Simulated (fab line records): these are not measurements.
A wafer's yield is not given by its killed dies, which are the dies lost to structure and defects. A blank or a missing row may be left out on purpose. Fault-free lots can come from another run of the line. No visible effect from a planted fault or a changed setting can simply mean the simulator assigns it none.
Chamber matching || flow n5-finfet || N5_PMOS_HMC_CHANNEL_EPI_DESCUM_14 on rie-diel-02: 4 sister chambers
The step chemistry O2, time 7.9 s. 8 wafers are shown with their chamber, then 7 later ones without.

WAFERS WITH THEIR CHAMBER
{"wafer": "L078.1", "chamber": 2, "throttle-valve-pct (%)": 20.1, "oes-product-au (a.u.)": 0.71}
{"wafer": "L079.1", "chamber": 1, "throttle-valve-pct (%)": 19.9, "oes-product-au (a.u.)": 0.92}
{"wafer": "L084.1", "chamber": 1, "throttle-valve-pct (%)": 19.9, "oes-product-au (a.u.)": 0.90}
{"wafer": "L084.5", "chamber": 2, "throttle-valve-pct (%)": 20.1, "oes-product-au (a.u.)": 0.71}
{"wafer": "L089.2", "chamber": 0, "throttle-valve-pct (%)": 20.7, "oes-product-au (a.u.)": 0.72}
{"wafer": "L089.6", "chamber": 3, "throttle-valve-pct (%)": 20.2, "oes-product-au (a.u.)": 0.97}
{"wafer": "L093.1", "chamber": 3, "throttle-valve-pct (%)": 20.3, "oes-product-au (a.u.)": 0.95}
{"wafer": "L093.3", "chamber": 0, "throttle-valve-pct (%)": 20.8, "oes-product-au (a.u.)": 0.72}

WAFERS WITHOUT THEIR CHAMBER
{"wafer": "L093.4", "throttle-valve-pct (%)": 19.9, "oes-product-au (a.u.)": 0.86}
{"wafer": "L094.1", "throttle-valve-pct (%)": 19.7, "oes-product-au (a.u.)": 0.96}
{"wafer": "L094.3", "throttle-valve-pct (%)": 19.9, "oes-product-au (a.u.)": 0.86}
{"wafer": "L094.6", "throttle-valve-pct (%)": 20.2, "oes-product-au (a.u.)": 0.95}
{"wafer": "L096.1", "throttle-valve-pct (%)": 20.8, "oes-product-au (a.u.)": 0.71}
{"wafer": "L096.4", "throttle-valve-pct (%)": 19.8, "oes-product-au (a.u.)": 0.94}
{"wafer": "L096.5", "throttle-valve-pct (%)": 20.8, "oes-product-au (a.u.)": 0.72}

EACH ONE'S CHAMBER
{"wafer": "L093.4", "from the rows above": 1, "in truth": 1}
{"wafer": "L094.1", "from the rows above": 1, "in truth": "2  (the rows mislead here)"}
{"wafer": "L094.3", "from the rows above": 1, "in truth": 1}
{"wafer": "L094.6", "from the rows above": 3, "in truth": 3}
{"wafer": "L096.1", "from the rows above": 0, "in truth": 0}
{"wafer": "L096.4", "from the rows above": 1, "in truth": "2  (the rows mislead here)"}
{"wafer": "L096.5", "from the rows above": 0, "in truth": 0}
Placed correctly: 5 of 7. From these rows, 0 cannot be placed. 2 placed wrongly.
How it was worked out, from the rows above alone: a wafer's distance from a chamber is the root of the sum, over the readings, of the square of ((its reading less the chamber's mean) divided by the reading's scatter). If the next closest chamber is less than 2 further off than the closest, the wafer can't be placed; otherwise it belongs to the closest. The mean given for a chamber averages the wafers shown for that chamber. The scatter is the square root of a quotient: the sum, over the shown wafers, of each reading's squared deviation from its chamber's mean, divided by wafers minus chambers.
